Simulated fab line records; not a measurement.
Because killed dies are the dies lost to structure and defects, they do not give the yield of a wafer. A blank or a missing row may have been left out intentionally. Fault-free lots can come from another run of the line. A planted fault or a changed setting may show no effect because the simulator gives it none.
fab line records -- flow n5_finfet
record lots=11, wafers=33, last_day=16
route steps=1938 shown BEOL_M1@801 BEOL_M15@1825 PASS1_DEP@1831 PASSIVATION@1911
lots that met no fault: taken from a fault-free run of the same line
start_h: hours from the record's opening day to when the first of the lot's shown wafers began -- wait_h: how many hours have passed since the lot's step before this one -- " as in the row above -- L1.1+2: a row that stands for several wafers -- - no value, or no start given -- * or withheld: withheld -- < > ~ a bound
route shown NAME@n: NAME is a module with steps in the file, n the number in the route of the first one -- usual: mean/standard deviation of fault-free wafers -- same: alike in all rows -- chamber/n: place in a boat -- sites: per-site readings -- _std_site: the values' standard deviation -- _edge_site: outer sites' mean less inner sites' -- radius_mm: how far each site lies from the wafer's centre -- mask NAME#n: copy n -- behind: the last tool/chamber to shape the wafer -- hold: cause of the lot's hold/its duration in hours/its outcome -- device: transistor that didn't switch, given as n, p or np -- end of line: the route-end tests of the same wafers -- step lacking rows: just its recipe -- killed: not the wafer's yield, but the dies lost to structure and defects at the first sort -- map: dies across one wafer; x = killed, . = not, _ = none there
set.NAME: setting as actually run; set.NAME@STEP: the setting as run at that earlier step -- model.NAME: the simulator's own value behind a step, which no gauge read
route steps across a sampled set of lots; one table per step, one row per wafer
services: a tool's chamber out of use, with start hour (start_h, from the record's first day; less than 0 if before it), hours out, and reason
## steps
# step N5_BEOL_M1_ETCH_41
# recipe chemistry=CH3F/O2, target=SiCN, target_depth_a=319, taper_deg=2, time_s=57.8, ion_energy_ev=120, mask_material=TiN, pressure_mtorr=30, source_w=395, bias_w=75, Ar_flow_sccm=150, CH3F_flow_sccm=30, O2_flow_sccm=20
# usual bias_w=74.99/0.19, drypump_motor_current_A=5.6/0.45, oes_product_au=0.79/0.084, rf_vpp_V=297.0/1.5, showerhead_plenum_p_Torr=1.98/0.072, throttle_valve_pct=16.28/0.24
lot.wafer,tool,chamber,start_h,wait_h,bias_w,drypump_motor_current_A,oes_product_au,rf_hours_counter_h,rf_vpp_V,showerhead_plenum_p_Torr,throttle_valve_pct
L848.2,rie_diel-05,2,135.07,-,75.16,5.7,0.76,125,295.4,2.01,16.44
L848.3,rie_diel-05,3,135.07,-,74.94,5.4,0.84,65,298.6,2.03,16.36
L848.5,rie_diel-05,2,135.07,-,75.18,5.8,0.76,-,297.5,2.01,16.46
L849.2,rie_diel-04,2,138.11,-,75.00,5.0,0.76,163,295.3,1.91,16.28
L849.4,rie_diel-04,1,138.11,-,74.91,5.0,0.68,222,296.0,1.97,16.44
L849.6,rie_diel-04,1,138.11,-,74.81,5.0,0.68,-,297.7,1.97,16.43
L850.3,rie_diel-04,1,140.61,-,74.89,5.0,0.68,223,297.0,1.97,16.44
L850.4,rie_diel-04,2,140.61,-,74.96,5.0,0.76,163,294.9,1.91,16.29
L850.6,rie_diel-04,0,140.61,-,75.15,6.3,0.88,-,296.1,1.95,16.37
L851.1,rie_diel-05,3,142.17,-,74.84,5.4,0.83,67,298.9,2.03,16.36
L851.2,rie_diel-05,1,142.17,-,75.12,5.5,0.74,155,295.3,1.90,16.02
L851.3,rie_diel-05,2,142.17,-,74.59,5.8,0.76,128,298.0,2.01,16.45
L853.1,rie_diel-04,2,156.95,-,75.13,5.0,0.76,168,295.4,1.91,16.31
L853.3,rie_diel-04,0,156.95,-,75.45,6.3,0.87,39,297.1,1.95,16.36
L853.5,rie_diel-04,0,156.95,-,75.31,6.3,0.87,-,295.3,1.95,16.37
L854.4,rie_diel-04,0,165.41,-,74.85,6.3,0.86,42,298.6,1.94,16.38
L854.5,rie_diel-04,1,165.41,-,75.07,5.0,0.67,-,296.8,1.97,16.46
L854.6,rie_diel-04,0,165.41,-,75.05,6.3,0.86,-,298.2,1.94,16.39
L856.3,rie_diel-04,3,176.92,-,74.75,5.4,0.85,33,299.4,2.14,15.85
L856.4,rie_diel-04,1,176.92,-,74.92,5.0,0.67,233,297.5,1.97,16.45
L856.6,rie_diel-04,2,176.92,-,75.25,5.0,0.74,-,295.9,1.91,16.31
L858.2,rie_diel-04,1,186.87,-,74.91,5.0,0.67,237,296.6,1.96,16.47
L858.3,rie_diel-04,2,186.87,-,74.67,5.0,0.74,177,296.5,1.91,16.33
L858.6,rie_diel-04,2,186.87,-,74.86,5.0,0.74,-,296.1,1.91,16.33
L862.1,rie_diel-04,1,215.52,-,74.66,5.0,0.68,245,297.3,1.96,16.48
L862.5,rie_diel-04,1,215.52,-,74.83,5.1,0.67,-,297.0,1.96,16.49
L862.6,rie_diel-04,2,215.52,-,75.22,5.0,0.74,-,295.7,1.91,16.34
L864.1,rie_diel-04,0,220.24,-,74.67,6.3,0.85,58,297.1,1.94,16.41
L864.4,rie_diel-04,3,220.24,-,75.07,5.4,0.84,46,301.2,2.13,15.87
L864.5,rie_diel-04,3,220.24,-,74.97,5.4,0.84,-,299.9,2.13,15.86
L866.2,rie_diel-04,2,237.82,-,74.76,5.0,0.75,192,294.3,1.90,16.34
L866.3,rie_diel-04,3,237.82,-,75.08,5.4,0.84,50,299.3,2.13,15.86
L866.6,rie_diel-04,3,237.82,-,74.99,5.4,0.85,-,298.8,2.13,15.86
# step N5_BEOL_M15_THK_MEAS_50
# recipe thk_meas_gauge=xrf, reads=Cu_of_BEOL_M15_ECD_47
# usual M15_THK=849/15
lot.wafer,tool,chamber,start_h,wait_h,M15_THK[nm]
L848.2,film_metro-02,-,257.14,-,847
L848.3,film_metro-02,-,257.14,-,864
L848.5,film_metro-02,-,257.14,-,873
L849.2,film_metro-02,-,276.21,-,858
L849.4,film_metro-02,-,276.21,-,848
L849.6,film_metro-02,-,276.21,-,847
L851.1,film_metro-02,-,285.74,-,868
L851.2,film_metro-02,-,285.74,-,823
L851.3,film_metro-02,-,285.74,-,865
L850.3,film_metro-02,-,290.74,-,832
L850.4,film_metro-02,-,290.74,-,853
L850.6,film_metro-02,-,290.74,-,847
L854.4,film_metro-02,-,302.72,-,859
L854.5,film_metro-02,-,302.72,-,844
L854.6,film_metro-02,-,302.72,-,854
L853.1,film_metro-02,-,305.41,-,822
L853.3,film_metro-02,-,305.41,-,846
L853.5,film_metro-02,-,305.41,-,828
L856.3,film_metro-01,-,308.76,-,822
L856.4,film_metro-01,-,308.76,-,863
L856.6,film_metro-01,-,308.76,-,822
L858.2,film_metro-02,-,321.25,-,851
L858.3,film_metro-02,-,321.25,-,845
L858.6,film_metro-02,-,321.25,-,818
L862.1,film_metro-02,-,345.19,-,861
L862.5,film_metro-02,-,345.19,-,823
L862.6,film_metro-02,-,345.19,-,868
L866.2,film_metro-01,-,355.18,-,840
L866.3,film_metro-01,-,355.18,-,862
L866.6,film_metro-01,-,355.18,-,848
L864.1,film_metro-02,-,359.08,-,849
L864.4,film_metro-02,-,359.08,-,855
L864.5,film_metro-02,-,359.08,-,830
# step N5_PASSIVATION_PECVD_00
# recipe material=SiO2, target_thk_a=2000, temp_c=400, precursor=SiH4/N2O, pressure_torr=2.7, rf_w=608, time_s=11.2
# usual heater_power_w=747/130, showerhead_plenum_p_Torr=8.13/0.054, throttle_valve_pct=50.8/2
lot.wafer,tool,chamber,start_h,wait_h,heater_power_w,showerhead_plenum_p_Torr,throttle_valve_pct
L848.2,pecvd-03,2,258.29,0.7,803,8.14,47.9
L848.3,pecvd-03,0,258.29,0.7,585,8.04,54.1
L848.5,pecvd-03,2,258.29,0.7,817,8.15,48.0
L849.2,pecvd-01,0,277.35,0.7,763,8.24,53.0
L849.4,pecvd-01,2,277.35,0.7,887,8.12,48.4
L849.6,pecvd-01,1,277.35,0.7,891,8.02,53.0
L851.1,pecvd-01,2,286.88,0.8,829,8.11,48.9
L851.2,pecvd-01,0,286.88,0.8,722,8.24,53.0
L851.3,pecvd-01,1,286.88,0.8,881,8.05,53.1
L850.3,pecvd-03,2,291.89,0.5,787,8.17,48.1
L850.4,pecvd-03,0,291.89,0.5,737,8.06,53.9
L850.6,pecvd-03,2,291.89,0.5,789,8.12,48.0
L854.4,pecvd-04,0,303.88,0.4,678,8.16,51.8
L854.5,pecvd-04,2,303.88,0.4,644,8.08,48.1
L854.6,pecvd-04,1,303.88,0.4,425,8.14,50.9
L853.1,pecvd-04,2,306.56,0.8,725,8.11,48.1
L853.3,pecvd-04,0,306.56,0.8,560,8.11,52.0
L853.5,pecvd-04,1,306.56,0.8,492,8.13,50.8
L856.3,pecvd-01,0,309.90,0.5,842,8.20,53.1
L856.4,pecvd-01,0,309.90,0.5,851,8.24,53.2
L856.6,pecvd-01,2,309.90,0.5,890,8.12,48.5
L858.2,pecvd-04,2,322.40,0.7,733,8.11,48.3
L858.3,pecvd-04,0,322.40,0.7,592,8.13,51.7
L858.6,pecvd-04,1,322.40,0.7,526,8.13,51.0
L862.1,pecvd-03,2,346.36,0.8,673,8.16,48.6
L862.5,pecvd-03,1,346.36,0.8,969,8.16,50.4
L862.6,pecvd-03,2,346.36,0.8,702,8.15,48.2
L866.2,pecvd-04,0,356.33,0.7,680,8.12,52.1
L866.3,pecvd-04,1,356.33,0.7,446,8.12,50.8
L866.6,pecvd-04,2,356.33,0.7,731,8.13,48.5
L864.1,pecvd-04,0,361.18,0.8,655,8.11,51.9
L864.4,pecvd-04,0,361.18,0.8,651,8.13,52.0
L864.5,pecvd-04,1,361.18,0.8,498,8.11,51.0
# step N5_PASSIVATION_STRIP_34
# recipe chemistry=O2, power_w=600, temp_c=60, pressure_mtorr=30, rf_frequency_hz=6e+07, bias_power_w=0, overash_fraction=2, o2_flow_sccm=225
# usual drypump_motor_current_A=5.9/0.38, oes_product_au=0.84/0.069, rf_vpp_V=3.8/1.6, showerhead_plenum_p_Torr=2.09/0.057, throttle_valve_pct=16.69/0.21
lot.wafer,tool,chamber,start_h,wait_h,drypump_motor_current_A,oes_product_au,rf_hours_counter_h,rf_vpp_V,showerhead_plenum_p_Torr,throttle_valve_pct
L848.2,rie_diel-02,3,269.18,0.1,5.5,0.82,52,4.9,2.16,16.40
L848.3,rie_diel-02,0,269.18,0.1,6.0,0.82,90,4.3,2.12,16.53
L848.5,rie_diel-02,3,269.18,0.1,5.5,0.84,-,4.1,2.15,16.41
L849.2,rie_diel-06,2,289.57,0.1,5.7,0.83,80,5.6,2.03,16.55
L849.4,rie_diel-06,3,289.57,0.1,5.4,0.67,245,6.4,2.06,17.05
L849.6,rie_diel-06,1,289.57,0.1,6.6,0.85,-,2.6,2.15,16.92
L851.1,rie_diel-02,3,294.30,0.1,5.5,0.83,60,5.2,2.15,16.45
L851.2,rie_diel-02,2,294.30,0.1,6.2,0.86,84,3.6,2.12,16.36
L851.3,rie_diel-02,1,294.30,0.1,5.5,0.70,247,3.0,2.15,17.18
L850.3,rie_diel-02,2,301.85,0.1,6.2,0.82,86,1.9,2.12,16.34
L850.4,rie_diel-02,0,301.85,0.1,6.0,0.79,101,5.6,2.11,16.49
L850.6,rie_diel-02,1,301.85,0.1,5.5,0.70,-,2.9,2.15,17.17
L854.4,rie_diel-01,1,312.44,0.1,6.1,0.87,46,2.0,2.06,16.61
L854.5,rie_diel-01,1,312.44,0.1,6.1,0.88,-,2.4,2.06,16.57
L854.6,rie_diel-01,2,312.44,0.1,5.9,0.93,-,7.7,2.16,16.53
L853.1,rie_diel-01,0,312.72,0.1,6.0,0.79,99,2.1,2.21,16.62
L853.3,rie_diel-01,1,312.72,0.1,6.1,0.87,46,5.2,2.06,16.60
L853.5,rie_diel-01,2,312.72,0.1,5.9,0.95,-,5.2,2.15,16.55
L856.3,rie_diel-02,0,321.92,0.1,6.0,0.81,109,3.7,2.11,16.59
L856.4,rie_diel-02,1,321.92,0.1,5.5,1.01,1,3.1,2.15,16.78
L856.6,rie_diel-02,2,321.92,0.1,6.2,0.81,-,3.5,2.12,16.39
L858.2,rie_diel-02,2,331.40,0.2,6.1,0.82,99,4.0,2.12,16.41
L858.3,rie_diel-02,0,331.40,0.2,6.0,0.79,112,5.3,2.11,16.60
L858.6,rie_diel-02,0,331.40,0.2,6.0,0.79,-,4.2,2.11,16.61
L862.1,rie_diel-06,3,354.68,0.1,5.4,0.99,13,4.3,2.05,16.56
L862.5,rie_diel-06,1,354.68,0.1,6.5,0.83,-,7.1,2.14,16.95
L862.6,rie_diel-06,2,354.68,0.1,5.7,0.79,-,2.8,2.02,16.64
L866.2,rie_diel-02,3,363.94,0.1,5.5,0.78,80,4.4,2.14,16.43
L866.3,rie_diel-02,2,363.94,0.1,6.1,0.82,111,4.4,2.11,16.44
L866.6,rie_diel-02,2,363.94,0.1,6.1,0.81,-,4.0,2.11,16.43
L864.1,rie_diel-02,1,371.94,0.1,5.5,0.93,21,1.6,2.15,16.78
L864.4,rie_diel-02,3,371.94,0.1,5.5,0.82,83,2.9,2.14,16.38
L864.5,rie_diel-02,0,371.94,0.1,6.0,0.77,-,3.3,2.11,16.52
# step N5_PASSIVATION_PROBE_49
# usual defect_limited_yield=91.2/1.3, killed_at_M0_to_M3=34/10, killed_at_M4_up=13/4.6, killed_at_contacts=13/5.5, killed_at_front_end=41/12, killed_at_other=2.8/2.4, killed_dies=104/16, killed_open=67/12, killed_short=33/7.2, sort_bin_5_function=5.1/0.86, sort_bin_6_memory=3.3/0.62, sort_n_pass=1076/16, sort_yield_pct=91.2/1.3
# same gross_dies=1180, killed_at_back_side=0, sort_bin_4_leakage[%]=0, sort_bin_8_speed[%]=0
lot.wafer,tool,chamber,start_h,wait_h,defect_limited_yield[%],killed_at_M0_to_M3,killed_at_M4_up,killed_at_contacts,killed_at_front_end,killed_at_other,killed_dies,killed_open,killed_short,sort_bin_5_function[%],sort_bin_6_memory[%],sort_n_pass,sort_yield_pct[%]
L866.2,prober-02,-,368.49,0.1,82.8,133,8,12,48,2,203,61,39,10.9,4.5,977,82.8
L866.3,prober-02,-,368.54,0.1,82.8,144,16,3,39,1,203,61,34,11.4,4.1,977,82.8
L866.6,prober-02,-,368.69,0.3,81.8,145,18,10,36,6,215,69,36,11.4,5.0,965,81.8
L864.1,prober-02,-,376.28,0.0,84.3,114,19,15,37,0,185,58,25,9.1,4.4,995,84.3
L864.4,prober-02,-,376.43,0.2,82.0,152,14,10,36,0,212,81,42,11.3,4.8,968,82.0
L864.5,prober-02,-,376.48,0.2,83.3,129,21,12,32,3,197,60,30,10.3,4.5,983,83.3
# killed by level:class
L866.2 BEOL_M1:unspecified=94 BEOL_M0_SAQP:geometric_particle:open=12 MOL_CONTACT_COAG:geometric_particle:open=10 BEOL_M0_SAQP:geometric_particle:short=10 STI_FIN_REVEAL:geometric_particle:open=8 BEOL_M1:geometric_particle:open=7 FIN_SAQP:geometric_particle:short=6 GATE_CUT:geometric_particle:short=6
L866.3 BEOL_M1:unspecified=94 BEOL_M0_SAQP:geometric_particle:open=10 HKMG_FIN:area_etch=10 BEOL_M1:geometric_particle:open=9 BEOL_M3:geometric_particle:open=9 BEOL_M0_SAQP:geometric_particle:short=6 DUMMY_GATE:geometric_particle:open=5 BEOL_M4:geometric_particle:short=5
L866.6 BEOL_M1:unspecified=102 BEOL_M0_SAQP:geometric_particle:open=11 BEOL_M0_SAQP:geometric_particle:short=8 STI_FIN_REVEAL:geometric_particle:open=7 BEOL_M1:geometric_particle:open=7 BEOL_M4:geometric_particle:open=7 DUMMY_GATE:geometric_particle:open=6 MOL_CONTACT_COAG:geometric_particle:open=6
L864.1 BEOL_M1:unspecified=90 MOL_CONTACT_COAG:geometric_particle:open=13 HKMG_FIN:area_etch=8 FIN_SAQP:geometric_particle:open=7 BEOL_M0_SAQP:geometric_particle:short=7 BEOL_M0_SAQP:geometric_particle:open=7 BEOL_M0:geometric_particle:open=6 STI_FIN_REVEAL:geometric_particle:open=5
L864.4 BEOL_M1:unspecified=85 BEOL_M0_SAQP:geometric_particle:open=24 BEOL_M0_SAQP:geometric_particle:short=22 STI_FIN_REVEAL:geometric_particle:open=13 FIN_SAQP:geometric_particle:open=9 MOL_CONTACT_COAG:geometric_particle:open=9 BEOL_M2:geometric_particle:open=9 FIN_SAQP:geometric_particle:short=5
L864.5 BEOL_M1:unspecified=96 MOL_CONTACT_COAG:geometric_particle:open=10 BEOL_M0_SAQP:geometric_particle:short=10 BEOL_M0_SAQP:geometric_particle:open=8 STI_FIN_REVEAL:geometric_particle:open=7 HKMG_FIN:area_etch=7 FIN_SAQP:geometric_particle:open=6 BEOL_M1:geometric_particle:open=5
## services
tool,chamber,start_h,hours,kind
pecvd-04,-,133.78,1.2,repair
rie_diel-02,2,171.75,5.4,repair
pecvd-01,2,187.26,6.8,repair
rie_diel-01,-,189.34,0.3,repair
pecvd-03,-,195.49,2.4,repair
rie_diel-04,-,199.56,1.0,repair
rie_diel-01,2,218.92,9.9,repair
rie_diel-02,0,219.88,3.8,repair
rie_diel-04,1,231.91,-,clean
rie_diel-04,1,231.91,-,consumable_replace:focus_ring
rie_diel-04,1,231.91,14.9,scheduled_down
rie_diel-05,-,243.98,0.4,repair
rie_diel-05,1,248.26,8.4,repair
rie_diel-01,2,254.45,7.3,repair
rie_diel-05,-,265.91,4.3,pm
pecvd-01,-,266.59,2.8,pm
rie_diel-05,-,283.06,1.3,repair
rie_diel-04,2,310.40,11.5,repair
rie_diel-01,2,315.73,7.1,repair
pecvd-03,0,344.56,12.3,repair
pecvd-04,-,348.20,2.8,pm
rie_diel-02,3,350.59,13.3,repair
rie_diel-05,0,359.28,1.5,repair
pecvd-01,1,365.10,21.0,repair
## key
first_sign step=N5_PASSIVATION_PROBE_49, reading=killed_at_M0_to_M3, direction=up, sigmas=10, usual=34, struck=136
effect step=N5_PASSIVATION_PROBE_49, reading=killed_dies, direction=up, sigmas=6.3, usual=104, struck=202
more_kills_born_at N5_BEOL_M1_ETCH_41@rie_diel-04=561
met_at N5_BEOL_M1_ETCH_41
struck_lots L864,L866
baseline_loss step=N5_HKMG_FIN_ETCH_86, wafers=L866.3
not_acting_at N5_BEOL_M15_THK_MEAS_50,N5_PASSIVATION_PECVD_00,N5_PASSIVATION_STRIP_34
onset_between 215.52 220.24
also_fits time
fault kind=chamber_particle_source, tool=rie_diel-04, chamber=-, onset_h=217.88, steps=N5_BEOL_M1_ETCH_41, rate_per_visit_cm2=0.42895, end_h=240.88
# baseline_loss: these wafers lose ten dies or more at that step, a loss of the line's own and not of a fault; the sort's usual values leave them out
